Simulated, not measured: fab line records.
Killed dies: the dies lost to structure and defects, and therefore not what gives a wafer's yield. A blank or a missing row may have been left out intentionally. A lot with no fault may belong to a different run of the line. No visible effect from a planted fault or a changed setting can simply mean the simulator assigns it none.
Which tool is to blame?    flow nand-harc    14 lots, 42 wafers sampled, at 5 steps of a route of 1302

WHAT EACH GAUGE READ, for each wafer
NHARC_THIN_TSV_CD_MEAS_37.
lot   measured      on         cd-nm (nm)
L282  day 25 16:44  cd-sem-01  4998.7 4994.3 4996.4
L281  day 25 17:37  cd-sem-03  4999.5 5000.0 5000.6
L283  day 26 09:27  cd-sem-01  4997.9 4998.0 4995.6
L285  day 27 07:52  cd-sem-01  5000.2 4999.4 4999.9
L287  day 27 20:46  cd-sem-02  4999.9 4999.1 4999.8
L291  day 28 18:52  cd-sem-02  5000.4 4998.7 5000.3
L290  day 28 19:40  cd-sem-01  5001.4 4996.8 4998.8
L289  day 29 01:14  cd-sem-01  5002.4 4995.4 4999.5
L294  day 30 10:11  cd-sem-01  4999.5 5003.1 4996.8
L293  day 30 10:47  cd-sem-03  5002.0 5003.6 5001.0
L295  day 30 20:59  cd-sem-02  4999.7 5002.9 4996.3
L292  day 31 05:01  cd-sem-03  5000.8 4998.4 5001.1
L299  day 33 06:38  cd-sem-01  5003.9 4997.9 5000.9
L301  day 33 17:07  cd-sem-03  4996.4 5002.6 4998.6

NHARC_END_SORT_01.
lot   measured      on         killed-at-array  killed-at-other  killed-at-periphery  killed-dies  killed-open  killed-short
L299  day 33 15:49  prober-02  308 318 312      0 0 3            2 1 4                310 319 319  2 6 3        1 1 2
L301  day 34 00:46  prober-01  262 285 274      2 3 1            1 0 3                265 288 278  0 2 2        1 2 2

TOOL THAT RAN EACH LOT (tool first, then ch and the chambers of the sampled wafers, then the start)
lot   NHARC_A_BONDPAD_ECD_18          NHARC_THIN_TSV_STRIP_62               NHARC_THIN_TSV_PVD_51
L282  ecd-cu-02 ch 1, day 24 19:19    plasma-asher-01 ch 0, day 25 11:42    pvd-sputter-02, day 25 16:44 or earlier
L281  ecd-cu-01 ch 0,1, day 24 20:21  plasma-asher-02 ch 0,1, day 25 12:53  pvd-sputter-03, day 25 17:37 or earlier
L283  ecd-cu-02 ch 0,1, day 25 11:35  plasma-asher-02 ch 0,1, day 26 04:38  pvd-sputter-03, day 26 09:27 or earlier
L285  ecd-cu-02 ch 0,1, day 26 10:57  plasma-asher-01 ch 0,1, day 27 03:11  pvd-sputter-02, day 27 07:52 or earlier
L287  ecd-cu-02 ch 0, day 26 23:36    plasma-asher-01 ch 0,1, day 27 15:44  pvd-sputter-01, day 27 20:46 or earlier
L291  ecd-cu-02 ch 0,1, day 27 21:49  plasma-asher-01 ch 0,1, day 28 14:09  pvd-sputter-03, day 28 18:52 or earlier
L290  ecd-cu-01 ch 0,1, day 27 22:43  plasma-asher-01 ch 0, day 28 15:02    pvd-sputter-02, day 28 19:40 or earlier
L289  ecd-cu-02 ch 0,1, day 28 04:30  plasma-asher-02 ch 0,1, day 28 20:29  pvd-sputter-03, day 29 01:14 or earlier
L294  ecd-cu-01 ch 0,1, day 29 12:44  plasma-asher-02 ch 0,1, day 30 04:46  pvd-sputter-01, day 30 10:11 or earlier
L293  ecd-cu-02 ch 0,1, day 29 14:12  plasma-asher-02 ch 0,1, day 30 06:00  pvd-sputter-03, day 30 10:47 or earlier
L295  ecd-cu-01 ch 0,1, day 30 00:11  plasma-asher-01 ch 0,1, day 30 16:14  pvd-sputter-01, day 30 20:59 or earlier
L292  ecd-cu-02 ch 0,1, day 30 06:19  plasma-asher-02 ch 0,1, day 31 00:17  pvd-sputter-02, day 31 05:01 or earlier
L299  ecd-cu-01 ch 0,1, day 32 09:50  plasma-asher-01 ch 0,1, day 33 01:53  pvd-sputter-02, day 33 06:38 or earlier
L301  ecd-cu-01 ch 0,1, day 32 20:05  plasma-asher-01 ch 0,1, day 33 12:12  pvd-sputter-01, day 33 17:07 or earlier
- NHARC_A_BONDPAD_ECD_18: material Cu, target thk 400 nm.
- NHARC_THIN_TSV_STRIP_62: strips in N2/H2, time 20 s.
- NHARC_THIN_TSV_PVD_51: deposits Cu, target thk 100 nm.

AS READ BY THE TOOLS THEMSELVES (means over the sampled wafers that have a number; for cases with no such wafer, the mark the record gives instead)
NHARC_THIN_TSV_STRIP_62.
lot   tool             drypump-motor-current-A (A)  heater-power-w (W)
L282  plasma-asher-01  5.85                         318
L281  plasma-asher-02  6.41                         365
L283  plasma-asher-02  6.35                         366
L285  plasma-asher-01  5.98                         314
L287  plasma-asher-01  6.06                         317
L291  plasma-asher-01  5.98                         316
L290  plasma-asher-01  5.86                         317
L289  plasma-asher-02  6.35                         380
L294  plasma-asher-02  6.40                         378
L293  plasma-asher-02  6.39                         382
L295  plasma-asher-01  5.98                         319
L292  plasma-asher-02  6.44                         385
L299  plasma-asher-01  5.98                         324
L301  plasma-asher-01  6.08                         315

NHARC_THIN_TSV_PVD_51.
lot   tool            throttle-valve-pct (%)
L282  pvd-sputter-02  29.4
L281  pvd-sputter-03  30.4
L283  pvd-sputter-03  30.8
L285  pvd-sputter-02  29.7
L287  pvd-sputter-01  30.8
L291  pvd-sputter-03  31.2
L290  pvd-sputter-02  30.0
L289  pvd-sputter-03  31.0
L294  pvd-sputter-01  30.7
L293  pvd-sputter-03  30.7
L295  pvd-sputter-01  30.9
L292  pvd-sputter-02  29.9
L299  pvd-sputter-02  29.4
L301  pvd-sputter-01  29.9

THE ANSWER, worked out from the rows above alone
Rule: usual is defined by the lots themselves. Put in order of their means at a reading, lots are off if they are a third of the lots or fewer, leave a main group of 4 or more, and stand apart from it by a gap of 3 or more times the standard deviation of the main group's means; of several such gaps the widest counts. A main group is skipped when, at the precision printed for the reading in the tables above, its means are all equal. Also off: a lot with no number at a reading for which 4 or more lots have one. Any other lot the step has rows for is counted as sound. First the gauges in route order, then the tools' own readings, where a lot's mean is used as printed above. At the first step where some lot is off, the reading lying furthest off is the one used; lots without a number count as furthest.
No lot is off on any of the readings shown, so nothing can be concluded from this.

WHAT HAD BEEN PUT IN BY THE SIMULATOR
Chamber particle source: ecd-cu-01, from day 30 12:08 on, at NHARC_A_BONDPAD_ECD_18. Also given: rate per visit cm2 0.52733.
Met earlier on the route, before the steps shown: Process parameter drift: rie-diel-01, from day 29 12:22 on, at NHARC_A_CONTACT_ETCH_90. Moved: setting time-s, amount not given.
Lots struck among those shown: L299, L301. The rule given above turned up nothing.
